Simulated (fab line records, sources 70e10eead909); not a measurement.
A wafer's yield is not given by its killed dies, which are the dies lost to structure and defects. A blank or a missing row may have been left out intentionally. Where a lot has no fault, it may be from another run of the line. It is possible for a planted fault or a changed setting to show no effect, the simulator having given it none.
Chamber matching | flow nand harc | 4 sister chambers for NHARC_A_CONTACT_ETCH_92 on rie diel-11
The step etches the open film in CH3F/O2, target depth 40 nm, time 85.7 s. 16 wafers are shown with their chamber, then 8 later ones without.

## EACH WAFER AND ITS CHAMBER
wafer  | chamber | drypump motor current A (A) | showerhead plenum p Torr (Torr) | run length s (s)
L454.4 | 0       | 5.9                         | 2.30                            | 107.5
L454.5 | 1       | 5.9                         | 2.43                            | 107.1
L454.6 | 2       | 5.7                         | 2.36                            | 107.1
L453.1 | 1       | 5.9                         | 2.43                            | 107.2
L453.5 | 1       | 5.9                         | 2.43                            | 107.1
L453.6 | 0       | 5.9                         | 2.29                            | 107.0
L458.3 | 0       | 5.9                         | 2.29                            | 107.2
L458.4 | 2       | 5.7                         | 2.36                            | 106.6
L458.6 | 2       | 5.7                         | 2.36                            | 106.9
L464.3 | 1       | 5.9                         | 2.42                            | 107.5
L464.5 | 3       | 6.2                         | 2.39                            | 107.9
L464.6 | 0       | 5.9                         | 2.29                            | 107.5
L468.1 | 3       | 6.2                         | 2.38                            | 107.5
L468.2 | 0       | 5.9                         | 2.29                            | 107.5
L468.4 | 1       | 5.8                         | 2.42                            | 107.1
L472.4 | 2       | 5.7                         | 2.35                            | 106.6

SIGNATURES (means of the wafers above)
reading                  | chamber 0 | chamber 1 | chamber 2 | chamber 3 | scatter within a chamber
drypump motor current A  | 5.900     | 5.880     | 5.700     | 6.200     | 0.0258
showerhead plenum p Torr | 2.2920    | 2.4260    | 2.3575    | 2.3850    | 0.0052
run length s             | 107.340   | 107.200   | 106.800   | 107.700   | 0.222
Rule: a wafer lies at a distance from a chamber equal to the root of the sum of squares, over the readings, of (its reading less the chamber's mean, divided by the reading's scatter). If the next closest chamber is less than 2 further off than the closest, the wafer can't be placed; otherwise it belongs to the closest. How the scatter is found: for the shown wafers, subtract from each reading the mean of its chamber, square and add these, divide the total by (wafers less chambers), then take the root.

## WAFERS WITHOUT THEIR CHAMBER
wafer  | drypump motor current A (A) | showerhead plenum p Torr (Torr) | run length s (s)
L472.5 | 6.2                         | 2.38                            | 107.1
L472.6 | 5.7                         | 2.35                            | 107.5
L474.1 | 5.7                         | 2.35                            | 107.1
L474.3 | 5.9                         | 2.28                            | 106.9
L474.4 | 6.2                         | 2.38                            | 107.5
L476.3 | 6.2                         | 2.38                            | 107.3
L476.4 | 5.9                         | 2.28                            | 107.1
L476.5 | 6.2                         | 2.38                            | 107.2

## CHAMBER TAKEN BY EACH
wafer  | from the rows above | in truth
L472.5 | 3                   | 3
L472.6 | 2                   | 2
L474.1 | 2                   | 2
L474.3 | 0                   | 0
L474.4 | 3                   | 3
L476.3 | 3                   | 3
L476.4 | 0                   | 0
L476.5 | 3                   | 3
Correct placement for 8 of the 8. Left unplaced by these rows: 0. Number placed wrongly: 0.
